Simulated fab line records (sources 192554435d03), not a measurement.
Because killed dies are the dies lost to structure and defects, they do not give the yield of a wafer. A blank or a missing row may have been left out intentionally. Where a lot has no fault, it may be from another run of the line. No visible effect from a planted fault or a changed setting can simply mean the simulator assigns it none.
Chamber matching :: flow n5Finfet :: N5_FIN_SAQP_PECVD_47 on pecvd-01: 3 sister chambers
The step deposits a-Si from SiH4/He, target thk 45 nm, time 36.3 s. 14 wafers are shown with their chamber, then 7 later ones without.

== WAFERS, EACH WITH ITS CHAMBER ==
wafer: L075.1
chamber: 1
throttleValvePct (%): 17.8
showerheadPlenumPTorr (Torr): 5.58
heaterPowerW (W): 649

wafer: L075.2
chamber: 2
throttleValvePct (%): 16.1
showerheadPlenumPTorr (Torr): 5.67
heaterPowerW (W): 840

wafer: L075.3
chamber: 2
throttleValvePct (%): 16.0
showerheadPlenumPTorr (Torr): 5.69
heaterPowerW (W): 848

wafer: L082.2
chamber: 0
throttleValvePct (%): 19.6
showerheadPlenumPTorr (Torr): 5.61
heaterPowerW (W): 800

wafer: L082.4
chamber: 1
throttleValvePct (%): 17.6
showerheadPlenumPTorr (Torr): 5.58
heaterPowerW (W): 583

wafer: L082.5
chamber: 0
throttleValvePct (%): 19.6
showerheadPlenumPTorr (Torr): 5.63
heaterPowerW (W): 813

wafer: L083.3
chamber: 2
throttleValvePct (%): 16.0
showerheadPlenumPTorr (Torr): 5.70
heaterPowerW (W): 734

wafer: L083.4
chamber: 0
throttleValvePct (%): 19.3
showerheadPlenumPTorr (Torr): 5.61
heaterPowerW (W): 818

wafer: L083.5
chamber: 1
throttleValvePct (%): 18.0
showerheadPlenumPTorr (Torr): 5.60
heaterPowerW (W): 665

wafer: L086.2
chamber: 2
throttleValvePct (%): 16.3
showerheadPlenumPTorr (Torr): 5.71
heaterPowerW (W): 851

wafer: L086.3
chamber: 0
throttleValvePct (%): 19.2
showerheadPlenumPTorr (Torr): 5.60
heaterPowerW (W): 704

wafer: L086.6
chamber: 2
throttleValvePct (%): 15.9
showerheadPlenumPTorr (Torr): 5.70
heaterPowerW (W): 826

wafer: L091.1
chamber: 0
throttleValvePct (%): 19.1
showerheadPlenumPTorr (Torr): 5.62
heaterPowerW (W): 741

wafer: L091.4
chamber: 1
throttleValvePct (%): 17.7
showerheadPlenumPTorr (Torr): 5.60
heaterPowerW (W): 653

SIGNATURES, as means of the wafers listed above
reading: throttleValvePct
chamber 0: 19.360
chamber 1: 17.775
chamber 2: 16.060
scatter within a chamber: 0.189

reading: showerheadPlenumPTorr
chamber 0: 5.6140
chamber 1: 5.5900
chamber 2: 5.6940
scatter within a chamber: 0.0129

reading: heaterPowerW
chamber 0: 775.20
chamber 1: 637.50
chamber 2: 819.80
scatter within a chamber: 46.5
Rule: for a wafer and a chamber, the distance is found by dividing, reading by reading, the gap between the wafer's reading and the chamber's mean by the reading's scatter, squaring, summing and taking the root. The wafer belongs to the nearest chamber; if the next one is less than 2 further off, it can't be placed. The scatter: the root of (the sum of the squares of (reading less its chamber's mean) over the shown wafers, divided by (wafers less chambers)).

== WAFERS WITH NO CHAMBER GIVEN ==
wafer: L091.5
throttleValvePct (%): 16.4
showerheadPlenumPTorr (Torr): 5.69
heaterPowerW (W): 853

wafer: L094.1
throttleValvePct (%): 19.2
showerheadPlenumPTorr (Torr): 5.60
heaterPowerW (W): 712

wafer: L094.4
throttleValvePct (%): 15.8
showerheadPlenumPTorr (Torr): 5.70
heaterPowerW (W): 890

wafer: L094.5
throttleValvePct (%): 17.7
showerheadPlenumPTorr (Torr): 5.58
heaterPowerW (W): 688

wafer: L096.1
throttleValvePct (%): 17.8
showerheadPlenumPTorr (Torr): 5.58
heaterPowerW (W): 702

wafer: L096.2
throttleValvePct (%): 16.1
showerheadPlenumPTorr (Torr): 5.71
heaterPowerW (W): 871

wafer: L096.4
throttleValvePct (%): 16.3
showerheadPlenumPTorr (Torr): 5.70
heaterPowerW (W): 862

== WHICH CHAMBER EACH ONE RAN IN ==
wafer: L091.5
from the rows above: 2
in truth: 2

wafer: L094.1
from the rows above: 0
in truth: 0

wafer: L094.4
from the rows above: 2
in truth: 2

wafer: L094.5
from the rows above: 1
in truth: 1

wafer: L096.1
from the rows above: 1
in truth: 1

wafer: L096.2
from the rows above: 2
in truth: 2

wafer: L096.4
from the rows above: 2
in truth: 2
Correctly placed: 7 of 7. Can't be placed from these rows: 0. Placed wrongly: 0.
